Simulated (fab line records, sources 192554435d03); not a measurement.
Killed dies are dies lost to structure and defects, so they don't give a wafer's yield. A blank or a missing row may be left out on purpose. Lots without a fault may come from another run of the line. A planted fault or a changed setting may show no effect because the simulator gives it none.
Which tool did it? | flow n5_finfet | 11 lots, 33 wafers sampled, at 3 steps of a route of 1938

WHAT THE GAUGES READ, wafer by wafer
N5_PASSIVATION_CD_MEAS_30: target cd 4000 nm. Usual: cd_nm 3999.0 nm, standard deviation 1.9.
lot  | measured     | on        | cd_nm (nm)           | flag
L740 | day 12 13:22 | cd_sem-03 | 4001.6 4000.3 4001.3 |
L741 | day 13 03:51 | cd_sem-03 | 4000.1 4000.9 4000.8 |
L743 | day 14 18:22 | cd_sem-01 | 4000.0 3999.1 3997.2 |
L745 | day 14 19:16 | cd_sem-02 | 3997.9 3996.1 3997.0 |
L747 | day 15 21:53 | cd_sem-01 | 3997.3 3998.6 3998.8 |
L751 | day 16 10:42 | cd_sem-01 | 3998.7 3996.9 3999.7 |
L754 | day 17 02:52 | cd_sem-03 | 3998.8 4001.3 3996.4 |
L757 | day 17 01:56 | cd_sem-01 | 4001.1 4000.0 4001.3 |
L760 | day 18 09:20 | cd_sem-01 | 4001.9 3997.1 3998.9 |
L759 | day 18 16:04 | cd_sem-01 | 4000.3 3999.0 4001.8 |
L761 | day 18 19:37 | cd_sem-03 | 4001.4 4002.0 3998.8 |

N5_PASSIVATION_OVL_MEAS_63. Usual: PAD_OVL 1 nm, standard deviation 5.7.
lot  | measured     | on         | PAD_OVL (nm) | flag
L740 | day 12 13:24 | overlay-01 | 3 7 6        |
L741 | day 13 03:52 | overlay-02 | 5 10 9       |
L743 | day 14 18:23 | overlay-01 | 5 8 3        |
L745 | day 14 19:17 | overlay-01 | -2 8 -5      |
L747 | day 15 21:55 | overlay-01 | -10 -9 -3    |
L751 | day 16 10:44 | overlay-01 | -6 -2 3      |
L754 | day 17 02:53 | overlay-01 | 3 1 1        |
L757 | day 17 01:58 | overlay-02 | -9 -7 -10    |
L760 | day 18 09:22 | overlay-01 | -4 -1 -9     |
L759 | day 18 16:06 | overlay-01 | 5 5 10       |
L761 | day 18 19:40 | overlay-02 | 3 14 1       |

WHICH TOOL RAN EACH LOT (tool, then ch and the chambers of the sampled wafers, then the start)
lot  | N5_BEOL_M11_STRIP_36
L740 | rie_diel-01 ch 1,2,3, day 10 15:19
L741 | rie_diel-02 ch 0,1,2, day 11 10:00
L743 | rie_diel-02 ch 1,3, day 12 15:01
L745 | rie_diel-06 ch 1,2, day 12 15:22
L747 | rie_diel-02 ch 0,1, day 13 16:10
L751 | rie_diel-02 ch 1,2, day 14 07:43
L754 | rie_diel-06 ch 0,1,2, day 15 03:00
L757 | rie_diel-06 ch 2,3, day 15 12:40
L760 | rie_diel-02 ch 0,1,2, day 16 16:55
L759 | rie_diel-02 ch 0,1, day 17 00:35
L761 | rie_diel-02 ch 0,3, day 17 02:32
- N5_BEOL_M11_STRIP_36: strips in N2/H2.

WHAT THE TOOLS THEMSELVES READ (means of the sampled wafers that have a number; where no wafer has one, the mark that the record gives instead)
N5_BEOL_M11_STRIP_36. Usual: drypump_motor_current_A 5.86 A, standard deviation 0.25; oes_product_au 0.78 a.u., standard deviation 0.095; rf_vpp_V 59.1 V, standard deviation 1.8; showerhead_plenum_p_Torr 2.54 Torr, standard deviation 0.081; temp_c 40.00 C, standard deviation 0.1; throttle_valve_pct 23.72 %, standard deviation 0.29.
lot  | tool        | drypump_motor_current_A (A) | oes_product_au (a.u.) | rf_vpp_V (V) | showerhead_plenum_p_Torr (Torr) | temp_c (C) | throttle_valve_pct (%) | flag
L740 | rie_diel-01 | 5.81                        | 0.77                  | 58.0         | 2.53                            | 39.98      | 23.77                  |
L741 | rie_diel-02 | 5.86                        | 0.71                  | 59.4         | 2.56                            | 40.02      | 23.77                  |
L743 | rie_diel-02 | 5.97                        | 0.88                  | 57.7         | 2.62                            | 40.10      | 23.58                  |
L745 | rie_diel-06 | 5.92                        | 0.69                  | 58.7         | 2.56                            | 40.02      | 23.66                  |
L747 | rie_diel-02 | 5.99                        | 0.70                  | 58.4         | 2.47                            | 40.00      | 23.69                  |
L751 | rie_diel-02 | 6.04                        | 0.71                  | 60.1         | 2.63                            | 40.15      | 23.77                  |
L754 | rie_diel-06 | 5.87                        | 0.84                  | 59.8         | 2.53                            | 40.03      | 23.68                  |
L757 | rie_diel-06 | 5.93                        | 0.80                  | 58.0         | 2.49                            | 40.02      | 23.89                  |
L760 | rie_diel-02 | 5.88                        | 0.68                  | 57.8         | 2.55                            | 40.05      | 23.81                  |
L759 | rie_diel-02 | 6.20                        | 0.69                  | 58.6         | 2.54                            | 39.96      | 23.66                  |
L761 | rie_diel-02 | 5.83                        | 0.81                  | 59.4         | 2.53                            | 39.98      | 23.64                  |

THE ANSWER, worked out from the rows above alone
Rule: a lot is off if the mean of its wafers that have a number lies more than 3 standard deviations from the usual mean. A lot without any number at a reading at which 4 lots or more have one is off too. The other lots that the step has rows for count as sound. The gauges are gone through in route order, then the tools' own readings, and for those a lot's mean is taken as printed above. The first step at which some lot is off is used, and at that step the reading that is off furthest; a lot without a number counts as furthest.
No lot is off at any reading shown: from this, nothing can be told.

WHAT THE SIMULATOR HAD PUT IN
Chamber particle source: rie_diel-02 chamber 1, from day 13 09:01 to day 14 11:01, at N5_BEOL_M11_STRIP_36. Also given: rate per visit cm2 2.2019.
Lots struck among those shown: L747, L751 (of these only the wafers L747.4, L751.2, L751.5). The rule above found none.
